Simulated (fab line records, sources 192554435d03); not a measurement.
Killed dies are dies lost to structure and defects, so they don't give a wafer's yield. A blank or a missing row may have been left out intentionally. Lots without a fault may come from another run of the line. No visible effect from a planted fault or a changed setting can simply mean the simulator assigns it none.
Chamber matching :: flow n5-finfet :: N5_BEOL_M1_PECVD_72 on pecvd-02: 3 sister chambers
The step deposits SiO2 from TEOS/O2, target thk 16 nm, time 18 s. 3 wafers are shown with their chamber, then 9 later ones without.

== WAFERS PAIRED WITH THEIR CHAMBERS ==
wafer: L083.5
chamber: 2
showerhead-plenum-p-Torr (Torr): 8.68

wafer: L087.1
chamber: 0
showerhead-plenum-p-Torr (Torr): 8.77

wafer: L087.6
chamber: 1
showerhead-plenum-p-Torr (Torr): 8.90

== WAFERS MISSING THEIR CHAMBER ==
wafer: L088.2
showerhead-plenum-p-Torr (Torr): 8.76

wafer: L088.4
showerhead-plenum-p-Torr (Torr): 8.65

wafer: L088.5
showerhead-plenum-p-Torr (Torr): 8.92

wafer: L090.1
showerhead-plenum-p-Torr (Torr): 8.94

wafer: L090.3
showerhead-plenum-p-Torr (Torr): 8.90

wafer: L090.5
showerhead-plenum-p-Torr (Torr): 8.75

wafer: L096.1
showerhead-plenum-p-Torr (Torr): 8.92

wafer: L096.2
showerhead-plenum-p-Torr (Torr): 8.78

wafer: L096.5
showerhead-plenum-p-Torr (Torr): 8.70

== EACH ONE'S CHAMBER ==
wafer: L088.2
from the rows above: 0
in truth: 0

wafer: L088.4
from the rows above: 2
in truth: 2

wafer: L088.5
from the rows above: 1
in truth: 1

wafer: L090.1
from the rows above: 1
in truth: 1

wafer: L090.3
from the rows above: 1
in truth: 1

wafer: L090.5
from the rows above: 0
in truth: 0

wafer: L096.1
from the rows above: 1
in truth: 1

wafer: L096.2
from the rows above: 0
in truth: 0

wafer: L096.5
from the rows above: 2
in truth: 2
Placed correctly: 9 of 9. Can't be placed from these rows: 0. Number placed wrongly: 0.
How it was worked out, from the rows above alone: a wafer's distance from a chamber is the root of the sum, over the readings, of the square of ((its reading less the chamber's mean) divided by the reading's scatter). If the next closest chamber is less than 2 further off than the closest, the wafer can't be placed; otherwise it belongs to the closest. For every chamber, the mean is computed from those of its wafers that are shown. The scatter: with one shown wafer a chamber, the root of the mean of the squares of how far each hidden wafer lies from its nearest shown one.
